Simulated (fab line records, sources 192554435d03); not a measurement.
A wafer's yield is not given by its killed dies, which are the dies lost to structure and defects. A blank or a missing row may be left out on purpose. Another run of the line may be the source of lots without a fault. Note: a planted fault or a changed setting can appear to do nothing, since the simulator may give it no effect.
Chamber matching / flow n5-finfet / N5_SDB_ALD_29 on ald-sin-01: 4 sister chambers
The step deposits SiNx, target thk 30 nm, pulse time 1 s, ald cycles 600. 4 wafers are shown with their chamber, then 7 later ones without.

== WAFERS, EACH WITH ITS CHAMBER ==
wafer=L084.3; chamber=3; heater-power-w (W)=795
wafer=L084.5; chamber=2; heater-power-w (W)=869
wafer=L091.1; chamber=0; heater-power-w (W)=913
wafer=L091.2; chamber=1; heater-power-w (W)=798

== WAFERS WITHOUT THEIR CHAMBER ==
wafer=L091.4; heater-power-w (W)=840
wafer=L093.4; heater-power-w (W)=774
wafer=L093.5; heater-power-w (W)=930
wafer=L093.6; heater-power-w (W)=808
wafer=L097.1; heater-power-w (W)=917
wafer=L097.4; heater-power-w (W)=790
wafer=L097.6; heater-power-w (W)=809

== THE CHAMBER EACH PASSED THROUGH ==
wafer=L091.4; from the rows above=can't be placed: 2 or 1 or 3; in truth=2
wafer=L093.4; from the rows above=can't be placed: 3 or 1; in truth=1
wafer=L093.5; from the rows above=0; in truth=0
wafer=L093.6; from the rows above=can't be placed: 1 or 3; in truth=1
wafer=L097.1; from the rows above=0; in truth=0
wafer=L097.4; from the rows above=can't be placed: 3 or 1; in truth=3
wafer=L097.6; from the rows above=can't be placed: 1 or 3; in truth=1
2 of 7 placed correctly. Not placeable from these rows: 5 (in 5, the candidates include the true chamber). Placed wrongly: 0.
How it was worked out, from the rows above alone: a wafer's distance from a chamber is the root of the sum, over the readings, of the square of ((its reading less the chamber's mean) divided by the reading's scatter). If the next closest chamber is less than 2 further off than the closest, the wafer can't be placed; otherwise it belongs to the closest. Each chamber's mean is taken over the wafers shown for it. The scatter: with one shown wafer a chamber, the root of the mean of the squares of how far each hidden wafer lies from its nearest shown one.
